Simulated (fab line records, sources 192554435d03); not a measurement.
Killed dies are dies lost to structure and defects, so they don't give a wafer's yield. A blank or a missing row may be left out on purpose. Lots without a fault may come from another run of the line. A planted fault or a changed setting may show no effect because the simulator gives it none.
Chamber matching | flow n5_finfet | N5_DUMMY_GATE_ETCH_31 on rie_diel-03: 4 sister chambers
The step etches SiO2 in C4F6/O2, target depth 82.5 nm, time 27.5 s. 8 wafers are shown with their chamber, then 8 later ones without.

WAFERS WITH THEIR CHAMBER
wafer  | chamber | rf_vpp_V (V) | showerhead_plenum_p_Torr (Torr)
L085.1 | 0       | 686          | 2.78
L086.1 | 2       | 690          | 2.92
L086.2 | 1       | 651          | 2.73
L086.6 | 3       | 675          | 2.93
L087.1 | 1       | 650          | 2.73
L087.2 | 0       | 687          | 2.78
L087.4 | 3       | 675          | 2.93
L094.1 | 2       | 690          | 2.91

WAFERS WITHOUT THEIR CHAMBER
wafer  | rf_vpp_V (V) | showerhead_plenum_p_Torr (Torr)
L094.5 | 690          | 2.91
L094.6 | 648          | 2.72
L095.1 | 650          | 2.72
L095.2 | 691          | 2.91
L095.5 | 674          | 2.93
L097.3 | 650          | 2.72
L097.5 | 676          | 2.92
L097.6 | 689          | 2.91

WHICH CHAMBER EACH WENT THROUGH
wafer  | from the rows above | in truth
L094.5 | 2                   | 2
L094.6 | 1                   | 1
L095.1 | 1                   | 1
L095.2 | 2                   | 2
L095.5 | 3                   | 3
L097.3 | 1                   | 1
L097.5 | 3                   | 3
L097.6 | 2                   | 2
Placed correctly: 8 of 8. Can't be placed from these rows: 0. Placed wrongly: 0.
How it was worked out, from the rows above alone: a wafer's distance from a chamber is the root of the sum, over the readings, of the square of ((its reading less the chamber's mean) divided by the reading's scatter). The wafer belongs to the nearest chamber; if the next one is less than 2 further off, it can't be placed. A chamber's mean is the mean of its shown wafers. The scatter: the root of (the sum of the squares of (reading less its chamber's mean) over the shown wafers, divided by (wafers less chambers)).
